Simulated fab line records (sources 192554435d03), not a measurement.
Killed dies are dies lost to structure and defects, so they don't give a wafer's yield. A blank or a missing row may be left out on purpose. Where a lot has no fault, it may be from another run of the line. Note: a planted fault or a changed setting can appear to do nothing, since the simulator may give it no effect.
Chamber matching / flow n5Finfet / N5_BEOL_M7_ETCH_66 on rieDiel-06 has 4 sister chambers
The step etches SOC in N2/H2, target depth 80 nm, overetch 16 nm, time 120 s. 4 wafers are shown with their chamber, then 11 later ones without.

EACH WAFER AND ITS CHAMBER
wafer=L087.6; chamber=1; drypumpMotorCurrentA (A)=5.9
wafer=L089.2; chamber=3; drypumpMotorCurrentA (A)=5.8
wafer=L089.6; chamber=2; drypumpMotorCurrentA (A)=5.2
wafer=L092.3; chamber=0; drypumpMotorCurrentA (A)=5.8

WAFERS WITHOUT THEIR CHAMBER
wafer=L092.4; drypumpMotorCurrentA (A)=5.2
wafer=L092.6; drypumpMotorCurrentA (A)=5.8
wafer=L093.1; drypumpMotorCurrentA (A)=5.7
wafer=L093.3; drypumpMotorCurrentA (A)=5.8
wafer=L093.4; drypumpMotorCurrentA (A)=5.2
wafer=L095.2; drypumpMotorCurrentA (A)=5.8
wafer=L095.5; drypumpMotorCurrentA (A)=5.7
wafer=L095.6; drypumpMotorCurrentA (A)=5.8
wafer=L097.1; drypumpMotorCurrentA (A)=5.9
wafer=L097.2; drypumpMotorCurrentA (A)=5.7
wafer=L097.4; drypumpMotorCurrentA (A)=5.8

THE CHAMBER EACH PASSED THROUGH
wafer=L092.4; from the rows above=2; in truth=2
wafer=L092.6; from the rows above=can't be placed: 0 or 3 or 1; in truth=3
wafer=L093.1; from the rows above=can't be placed: 0 or 3 or 1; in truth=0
wafer=L093.3; from the rows above=can't be placed: 0 or 3 or 1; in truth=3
wafer=L093.4; from the rows above=2; in truth=2
wafer=L095.2; from the rows above=can't be placed: 0 or 3 or 1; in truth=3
wafer=L095.5; from the rows above=can't be placed: 0 or 3 or 1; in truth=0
wafer=L095.6; from the rows above=can't be placed: 0 or 3 or 1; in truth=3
wafer=L097.1; from the rows above=can't be placed: 1 or 0 or 3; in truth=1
wafer=L097.2; from the rows above=can't be placed: 0 or 3 or 1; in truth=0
wafer=L097.4; from the rows above=can't be placed: 0 or 3 or 1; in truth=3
Correctly placed: 2 of 11. Can't be placed from these rows: 9 (the true chamber is among the candidates in 9). Placed wrongly: 0.
How it was worked out, from the rows above alone: a wafer's distance from a chamber is the root of the sum, over the readings, of the square of ((its reading less the chamber's mean) divided by the reading's scatter). The wafer belongs to the nearest chamber; if the next one is less than 2 further off, it can't be placed. The mean given for a chamber averages the wafers shown for that chamber. The scatter: root of mean squared gap, hidden wafer to nearest shown wafer, with one shown wafer a chamber.
